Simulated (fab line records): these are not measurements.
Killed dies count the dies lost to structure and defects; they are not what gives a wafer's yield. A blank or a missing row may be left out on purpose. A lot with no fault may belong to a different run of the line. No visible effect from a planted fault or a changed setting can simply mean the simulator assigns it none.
Struck lot and sound lot, side by side | flow nand-harc | 15 out of 1302 route steps
Sound: the wafers L405.1, L405.2, L405.5. Wafers L395.3, L395.4, L395.6 were the ones struck. The cause is given at the end.
At each step with rows: each side's tool, then ch and its chambers, then its first start. Under that, the readings that differ: sound wafers | struck wafers | difference of the means | sigmas: that difference in standard deviations of wafers without a fault.
alike: a reading whose means differ by less than 2 such deviations, as well as words and numbers matching on both sides. not compared: withheld readings; readings where some wafer has no value; bounds like >300 that might hide an equal value; numbers whose values overlap and for which the record gives no deviation.
Wherever a step has rows on one side only, a row that says differs or no value, or a row with sigmas, the two part there. Numbers that have no deviation but don't overlap get no sigmas and don't part them. A reading missing from all wafers of one side parts the sides only when that side holds two or more wafers.

first, 2 steps without rows for these wafers: NHARC_THIN_TSV_PEB_10 (peb time 85 s); NHARC_THIN_TSV_DEVELOP_11 (time 70 s).
NHARC_THIN_TSV_CD_MEAS_12: the cd target is 1000 nm.
  sound on cd-sem-03 ch 0, day 31 11:31; struck on cd-sem-01 ch 0, day 28 15:40
  alike: cd-nm
then, 1 step without rows for these wafers: NHARC_THIN_TSV_HARDBAKE_13 (time 80 s).
NHARC_THIN_TSV_DESCUM_14: chemistry O2, time 3 s.
  sound on rie-diel-12 ch 1,3, day 31 11:42; struck on rie-diel-12 ch 1,2, day 28 15:50
  alike: drypump-motor-current-A, oes-product-au, rf-vpp-V, showerhead-plenum-p-Torr, throttle-valve-pct
  not compared: rf-hours-counter-h
NHARC_THIN_TSV_ETCH_44: etches the open film in CF4/O2, target depth 1594.2 nm, time 797.1 s.
  sound on rie-diel-12 ch 1,3, day 31 11:47; struck on rie-diel-12 ch 1,2,3, day 28 15:58
  alike: cf4-flow-sccm, drypump-motor-current-A, oes-product-au, rf-vpp-V, showerhead-plenum-p-Torr, throttle-valve-pct
  not compared: rf-hours-counter-h
NHARC_THIN_TSV_ETCH_15: target depth 3000 nm, bosch target overetch cycles 2, bosch etch step 2.8 s.
  sound on rie-si-02 ch 1,2,3, day 31 12:29; struck on rie-si-04 ch 1,2, day 28 16:28
  alike: drypump-motor-current-A
  not compared: rf-hours-counter-h
NHARC_THIN_TSV_CD_MEAS_16:
  sound on cd-sem-01, day 31 12:37; struck on cd-sem-02, day 28 16:37
  alike: cd-nm
then, 2 steps without rows for these wafers: NHARC_THIN_TSV_STRIP_45 (strips in O2); NHARC_THIN_TSV_STRIP_46 (strips in post etch residue remover, time 1200 s).
NHARC_THIN_TSV_DEP_47: deposits SiO2, target thk 200 nm.
  sound on pecvd-04 ch 0,1, day 31 13:31; struck on pecvd-04 ch 0,1,2, day 28 17:29
  alike: throttle-valve-pct
  not compared: since-wet-clean-h
then, 1 step without rows for these wafers: NHARC_THIN_TSV_ETCHBACK_48 (etches the open film in C4F8/Ar, target depth 1028.5 nm, time 405.17 s).
NHARC_THIN_TSV_STRIP_62: strips in N2/H2, time 20 s.
  sound on plasma-asher-01 ch 0,1, day 31 14:20; struck on plasma-asher-02 ch 0,1, day 28 18:22
  no value came back on the struck wafers for drypump-motor-current-A (A), heater-power-w (W); on the sound wafers drypump-motor-current-A (A) reads 6.0 6.2 6.0
  not compared: rf-hours-counter-h, rf-refl-power-W
NHARC_THIN_TSV_DEGAS_49: time 120 s.
  sound on pvd-sputter-01, day 31 14:32; struck on pvd-sputter-01, day 28 18:29
  alike: heater-power-w
NHARC_END_SORT_01:
  the record has rows for the struck wafers here (prober-01 ch 0, day 29 16:17) and none for the sound ones

## WHERE THEY PART
First at NHARC_THIN_TSV_STRIP_62; last, within this record, at NHARC_END_SORT_01.

WHY: whatever the simulator had introduced
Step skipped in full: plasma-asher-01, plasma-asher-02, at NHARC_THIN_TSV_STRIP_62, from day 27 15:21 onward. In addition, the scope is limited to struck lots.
